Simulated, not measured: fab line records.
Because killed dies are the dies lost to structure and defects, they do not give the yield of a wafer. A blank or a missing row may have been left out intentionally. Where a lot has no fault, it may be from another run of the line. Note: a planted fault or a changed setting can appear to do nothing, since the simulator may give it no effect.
Which of the tools did it? | flow n5_finfet | Sampling: 9 lots, 27 wafers, 4 of 1938 route steps

## WHAT THE GAUGES SHOWED, per wafer
N5_BEOL_M9_THK_MEAS_01.
lot  | measured     | on            | M9_ILD_THK (nm)
L501 | day 9 03:19  | film_metro-02 | 546 547 552
L502 | day 10 00:16 | film_metro-02 | 542 550 551
L509 | day 11 05:58 | film_metro-02 | 265 267 270
L510 | day 11 10:40 | film_metro-01 | 266 268 270
L512 | day 12 01:28 | film_metro-01 | 264 265 272
L515 | day 13 03:58 | film_metro-02 | 269 269 274
L518 | day 13 13:27 | film_metro-02 | 263 264 266
L520 | day 14 06:37 | film_metro-01 | 264 269 272
L521 | day 14 15:19 | film_metro-02 | 267 270 277

## WHICH TOOL RAN EACH LOT (tool, then ch and the chambers of the sampled wafers, then the start)
lot  | N5_BEOL_M8_ETCH_41                            | N5_BEOL_M8_PRE_CLEAN_45      | N5_BEOL_M9_ILD_DEP_00
L501 | rie_diel-03 ch 0,2, day 9 00:17 or earlier    | pvd_sputter-03, day 9 00:17  | pecvd-01 ch 0,1, day 9 02:24
L502 | rie_diel-01 ch 0,1,3, day 9 19:59 or earlier  | pvd_sputter-03, day 9 19:59  | pecvd-03 ch 0,1, day 9 22:32
L509 | rie_diel-01 ch 0,1,2, day 11 03:36 or earlier | pvd_sputter-02, day 11 03:36 | pecvd-03 ch 0,1, day 11 05:22
L510 | rie_diel-03 ch 0,2,3, day 11 08:26 or earlier | pvd_sputter-03, day 11 08:26 | pecvd-03 ch 0,1, day 11 10:04
L512 | rie_diel-04 ch 0,1,3, day 11 22:50 or earlier | pvd_sputter-03, day 11 22:50 | pecvd-03 ch 0,1, day 12 00:52
L515 | rie_diel-01 ch 0,2,3, day 13 00:59 or earlier | pvd_sputter-03, day 13 00:59 | pecvd-01 ch 0,1, day 13 03:22
L518 | rie_diel-04 ch 0,2, day 13 09:49 or earlier   | pvd_sputter-01, day 13 09:49 | pecvd-02 ch 0, day 13 12:50
L520 | rie_diel-03 ch 1,2, day 14 04:22 or earlier   | pvd_sputter-02, day 14 04:22 | pecvd-02 ch 0,1, day 14 06:02
L521 | rie_diel-04 ch 1,2,3, day 14 13:01 or earlier | pvd_sputter-02, day 14 13:01 | pecvd-01 ch 0,2, day 14 14:43
- N5_BEOL_M8_ETCH_41: etches SiCN in CH3F/O2, target depth 31.9 nm, time 57.8 s.
- N5_BEOL_M8_PRE_CLEAN_45: time 30 s.
- N5_BEOL_M9_ILD_DEP_00: deposits SiCOH lowk from DEMS/porogen, target thk 308.51 nm, time 58 s.

## THE ANSWER, worked out from the rows above alone
Rule: the lots themselves supply what counts as usual. The widest of any qualifying gaps counts: lots, ordered by their means at a reading, are off when they make up no more than a third of the lots, leave a main group of 4 or more, and stand apart from it by 3 or more times the standard deviation of that group's means. Not used: any main group whose means are identical at the precision the tables above print for the reading. A lot without any number at a reading at which 4 lots or more have one is off too. The other lots that the step has rows for count as sound.
Off: L501, L502, at N5_BEOL_M9_THK_MEAS_01 (M9_ILD_THK). For the main group the mean is 268 nm and the standard deviation 2.2.
If a tool, at a process step before that reading, ran all the lots that are off and no sound lot after the first of them, it fits. Those tools and the gauges at N5_BEOL_M9_THK_MEAS_01 are tried in the same way. Because N5_BEOL_M8_ETCH_41 lacks a start for some lots, the hours and order of its lots are taken from N5_BEOL_M8_PRE_CLEAN_45. None of those tried fits.

## WHAT WAS PUT IN BY THE SIMULATOR
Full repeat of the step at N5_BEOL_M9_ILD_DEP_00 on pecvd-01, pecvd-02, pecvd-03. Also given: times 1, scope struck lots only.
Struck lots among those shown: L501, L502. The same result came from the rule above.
